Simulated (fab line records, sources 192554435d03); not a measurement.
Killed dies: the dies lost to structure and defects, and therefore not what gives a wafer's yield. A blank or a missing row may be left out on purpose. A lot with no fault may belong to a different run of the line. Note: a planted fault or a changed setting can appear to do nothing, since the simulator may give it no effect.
Split-lot trial || flow n5-finfet || 21 wafers read from 7 lots, route of 1938 steps

== THE SPLIT ITSELF ==
At N5_FIN_SAQP_PECVD_48 (deposits SiNx from SiH4/NH3/N2, target thk 25 nm, time 22.1 s), the setting time-s was moved away from the recipe's 22.1 s on 8 of the 21 wafers read, by -6.0% to +14.1%. All remaining wafers had this setting at the recipe value.

== FROM THE SPLIT TO THE READING: what the file shows between them, 2 steps ==
- N5_FIN_SAQP_DEVELOP_15: develop time 30 s (also split here: develop-time-s)
- N5_FIN_SAQP_MANDREL1_REMOVE_56: chemistry HBr/Cl2/O2, target a-Si, stops on SiNx, bt time 10 s

== THE READING ==
etch.depth-nm (the simulator's own value, which no gauge read), in nm, at N5_FIN_SAQP_ETCH_57 (etches SiNx in CH3F/O2, target depth 32.5 nm, time 46.4 s). The file gives no usual value for it. The 13 wafers here that ran the recipe average 25.06 nm, standard deviation 0.23 nm.

{"wafer": "L079.1", "tool, chamber at the split": "pecvd-03, 0", "time-s as run, s": 24.41, "against the recipe": "+10.5%", "etch.depth-nm, nm": 27.76, "against lot-mates on the recipe": "no lot-mate on the recipe"}
{"wafer": "L079.2", "tool, chamber at the split": "pecvd-03, 2", "time-s as run, s": 24.41, "against the recipe": "+10.5%", "etch.depth-nm, nm": 27.3, "against lot-mates on the recipe": "no lot-mate on the recipe"}
{"wafer": "L079.5", "tool, chamber at the split": "pecvd-03, 1", "time-s as run, s": 24.41, "against the recipe": "+10.5%", "etch.depth-nm, nm": 27.71, "against lot-mates on the recipe": "no lot-mate on the recipe"}
{"wafer": "L088.2", "tool, chamber at the split": "pecvd-03, 0", "time-s as run, s": 22.1, "against the recipe": "recipe", "etch.depth-nm, nm": 25.09, "against lot-mates on the recipe": "-"}
{"wafer": "L088.4", "tool, chamber at the split": "pecvd-03, 2", "time-s as run, s": 21.14, "against the recipe": "-4.3%", "etch.depth-nm, nm": 23.88, "against lot-mates on the recipe": -1.17}
{"wafer": "L088.6", "tool, chamber at the split": "pecvd-03, 0", "time-s as run, s": 22.1, "against the recipe": "recipe", "etch.depth-nm, nm": 25.01, "against lot-mates on the recipe": "-"}
{"wafer": "L090.1", "tool, chamber at the split": "pecvd-03, 1", "time-s as run, s": 22.1, "against the recipe": "recipe", "etch.depth-nm, nm": 24.55, "against lot-mates on the recipe": "-"}
{"wafer": "L090.3", "tool, chamber at the split": "pecvd-03, 0", "time-s as run, s": 22.1, "against the recipe": "recipe", "etch.depth-nm, nm": 25.18, "against lot-mates on the recipe": "-"}
{"wafer": "L090.5", "tool, chamber at the split": "pecvd-03, 1", "time-s as run, s": 20.77, "against the recipe": "-6.0%", "etch.depth-nm, nm": 23.45, "against lot-mates on the recipe": -1.42}
{"wafer": "L092.1", "tool, chamber at the split": "pecvd-02, 0", "time-s as run, s": 22.1, "against the recipe": "recipe", "etch.depth-nm, nm": 24.7, "against lot-mates on the recipe": "-"}
{"wafer": "L092.2", "tool, chamber at the split": "pecvd-02, 1", "time-s as run, s": 22.1, "against the recipe": "recipe", "etch.depth-nm, nm": 25.08, "against lot-mates on the recipe": "-"}
{"wafer": "L092.3", "tool, chamber at the split": "pecvd-02, 2", "time-s as run, s": 22.1, "against the recipe": "recipe", "etch.depth-nm, nm": 24.92, "against lot-mates on the recipe": "-"}
{"wafer": "L094.1", "tool, chamber at the split": "pecvd-02, 0", "time-s as run, s": 25.21, "against the recipe": "+14.1%", "etch.depth-nm, nm": 28.37, "against lot-mates on the recipe": "+3.07"}
{"wafer": "L094.4", "tool, chamber at the split": "pecvd-02, 2", "time-s as run, s": 22.1, "against the recipe": "recipe", "etch.depth-nm, nm": 25.29, "against lot-mates on the recipe": "-"}
{"wafer": "L094.6", "tool, chamber at the split": "pecvd-02, 1", "time-s as run, s": 22.1, "against the recipe": "recipe", "etch.depth-nm, nm": 25.3, "against lot-mates on the recipe": "-"}
{"wafer": "L095.1", "tool, chamber at the split": "pecvd-02, 2", "time-s as run, s": 22.1, "against the recipe": "recipe", "etch.depth-nm, nm": 24.96, "against lot-mates on the recipe": "-"}
{"wafer": "L095.2", "tool, chamber at the split": "pecvd-02, 1", "time-s as run, s": 22.1, "against the recipe": "recipe", "etch.depth-nm, nm": 25.27, "against lot-mates on the recipe": "-"}
{"wafer": "L095.6", "tool, chamber at the split": "pecvd-02, 0", "time-s as run, s": 22.1, "against the recipe": "recipe", "etch.depth-nm, nm": 25.18, "against lot-mates on the recipe": "-"}
{"wafer": "L096.1", "tool, chamber at the split": "pecvd-03, 0", "time-s as run, s": 24.22, "against the recipe": "+9.6%", "etch.depth-nm, nm": 26.95, "against lot-mates on the recipe": "+1.66"}
{"wafer": "L096.3", "tool, chamber at the split": "pecvd-03, 1", "time-s as run, s": 24.22, "against the recipe": "+9.6%", "etch.depth-nm, nm": 27.23, "against lot-mates on the recipe": "+1.94"}
{"wafer": "L096.6", "tool, chamber at the split": "pecvd-03, 0", "time-s as run, s": 22.1, "against the recipe": "recipe", "etch.depth-nm, nm": 25.29, "against lot-mates on the recipe": "-"}

THE FIT
A straight line over all 21 wafers: etch.depth-nm changes by +0.237 nm for each +1% of time-s; r = +0.99; the points scatter about the line by 0.23 nm.
The same after taking each lot's own level away (the mean of its wafers on the recipe; 18 wafers): +0.211 nm for each +1%; r = +0.99; scatter 0.18 nm.
Per that fit: largest time-s move, reading shift of 3 nm.
From 24.865 to 25.295 nm: that is the span of the lots' own levels, equal to 1.9 times the standard deviation above.
So the lot-to-lot level changes the slope: the two fits differ.
Check: with one of the wafers moved furthest among these (+14.1%) left out of the fit, the line predicts +2.81 nm for it against its lot-mates. It came out at +3.07 nm against them.

== ADDITIONAL SPLITS CARRIED BY THESE WAFERS ==
Note: prior to the reading, these wafers also went through further splits. Each is held against what the fit with the lots' levels taken away leaves over:
{"other split on the same wafers": "N5_FIN_SAQP_DEVELOP_15 develop-time-s", "wafers away from the commonest value": 2, "r with etch.depth-nm (lot level and that fit taken away)": -0.29}

== THE WHOLE CHAIN: every reading that the file lists as answering this split, in the file's order ==
{"step": "N5_FIN_SAQP_PECVD_48", "what it does": "deposits SiNx from SiH4/NH3/N2, target thk 25 nm, time 22.1 s", "reading": "SiNx_of_FIN_SAQP_PECVD_48.thk-nm (the simulator's own value, which no gauge read)", "change (the file's fit)": "+0.213 nm for each +1% of the setting", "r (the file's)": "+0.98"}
{"step": "N5_FIN_SAQP_ETCH_57", "what it does": "etches SiNx in CH3F/O2, target depth 32.5 nm, time 46.4 s", "reading": "etch-rf-on-time-s", "change (the file's fit)": "withheld for each +1% of the setting", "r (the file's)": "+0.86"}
{"step": "N5_FIN_SAQP_ETCH_57", "what it does": "etches SiNx in CH3F/O2, target depth 32.5 nm, time 46.4 s", "reading": "etch.depth-nm (the simulator's own value, which no gauge read)", "change (the file's fit)": "+0.215 nm for each +1% of the setting", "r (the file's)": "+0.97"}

== THE FILE'S OWN FIT ==
etch.depth-nm changes by +0.215 nm for each +1% of time-s, r = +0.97.
